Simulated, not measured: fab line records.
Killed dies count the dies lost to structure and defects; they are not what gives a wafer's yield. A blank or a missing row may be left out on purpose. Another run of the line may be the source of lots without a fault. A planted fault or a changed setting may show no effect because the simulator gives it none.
Which tool was responsible? + flow nand-harc + 10 lots, 30 wafers sampled, at 4 steps of a route of 1159

WHAT THE GAUGES READ, wafer by wafer
NHARC_A_CONTACT_CD_MEAS_15.
| lot  | measured     | on        | cd-nm (nm)     |
|------|--------------|-----------|----------------|
| L077 | day 17 16:19 | cd-sem-03 | 90.1 89.3 89.5 |
| L079 | day 18 05:03 | cd-sem-02 | 90.4 89.8 90.6 |
| L081 | day 19 01:34 | cd-sem-01 | 90.4 90.3 89.8 |
| L084 | day 19 12:43 | cd-sem-01 | 90.1 89.3 90.2 |
| L086 | day 19 22:40 | cd-sem-03 | 89.9 89.5 89.8 |
| L087 | day 20 01:19 | cd-sem-02 | 88.8 89.7 90.3 |
| L092 | day 21 17:43 | cd-sem-03 | 90.7 91.0 90.4 |
| L091 | day 21 22:43 | cd-sem-03 | 89.4 89.7 90.2 |
| L094 | day 22 06:52 | cd-sem-01 | 90.3 89.9 90.7 |
| L095 | day 22 14:52 | cd-sem-03 | 91.1 90.3 89.7 |

TOOL THAT RAN EACH LOT (tool first, then ch and the chambers of the sampled wafers, then the start)
| lot  | NHARC_A_CONTACT_DEP_85          | NHARC_A_CONTACT_ETCH_31                       | NHARC_A_CONTACT_ETCH_98                       |
|------|---------------------------------|-----------------------------------------------|-----------------------------------------------|
| L077 | pecvd-02 ch 0,1,2, day 17 13:17 | rie-diel-04 ch 0,1,2, day 17 16:19 or earlier | rie-diel-04 ch 0,1,2, day 17 16:19 or earlier |
| L079 | pecvd-02 ch 0,1,2, day 18 01:16 | rie-diel-04 ch 0,1,2, day 18 04:58 or earlier | rie-diel-04 ch 0,2, day 18 04:58              |
| L081 | pecvd-02 ch 1,2, day 18 22:22   | rie-diel-07 ch 0,3, day 19 01:34 or earlier   | rie-diel-07 ch 1,2,3, day 19 01:34 or earlier |
| L084 | pecvd-02 ch 0,1,2, day 19 09:27 | rie-diel-07 ch 0,1,3, day 19 12:43 or earlier | rie-diel-04 ch 0,3, day 19 12:43 or earlier   |
| L086 | pecvd-02 ch 0,1,2, day 19 19:34 | rie-diel-02 ch 0,2, day 19 22:40 or earlier   | rie-diel-04 ch 0,1,3, day 19 22:40 or earlier |
| L087 | pecvd-04 ch 0,2, day 19 22:17   | rie-diel-04 ch 0,3, day 20 01:19 or earlier   | rie-diel-04 ch 0,1, day 20 01:19 or earlier   |
| L092 | pecvd-02 ch 0,1,2, day 21 13:48 | rie-diel-07 ch 1,2,3, day 21 17:43 or earlier | rie-diel-07 ch 0,1,3, day 21 17:43 or earlier |
| L091 | pecvd-02 ch 0,1,2, day 21 19:16 | rie-diel-04 ch 0,1,3, day 21 22:43 or earlier | rie-diel-04 ch 0,2,3, day 21 22:43 or earlier |
| L094 | pecvd-04 ch 0,1,2, day 22 03:43 | rie-diel-04 ch 0,2,3, day 22 06:52 or earlier | rie-diel-04 ch 2,3, day 22 06:52 or earlier   |
| L095 | pecvd-04 ch 0,2, day 22 11:38   | rie-diel-02 ch 0,3, day 22 14:52 or earlier   | rie-diel-04 ch 0,1,3, day 22 14:52 or earlier |
- NHARC_A_CONTACT_DEP_85: deposits SiON, target thk 50 nm.
- NHARC_A_CONTACT_ETCH_31: etches the open film in O2/COS, target depth 2000 nm, time 520 s.
- NHARC_A_CONTACT_ETCH_98: etches the open film in C4F6/O2, target depth 20 nm, time 10 s.

THE ANSWER, worked out from the rows above alone
Rule: usual is defined by the lots themselves. The widest of any qualifying gaps counts: lots, ordered by their means at a reading, are off when they make up no more than a third of the lots, leave a main group of 4 or more, and stand apart from it by 3 or more times the standard deviation of that group's means. The tables above print the reading to a certain number of digits; a main group whose means all agree to those digits is not used. A lot without any number at a reading at which 4 lots or more have one is off too. Any other lot the step has rows for is counted as sound.
None of the lots is off at any reading shown; this tells nothing.

WHAT THE SIMULATOR HAD INSERTED
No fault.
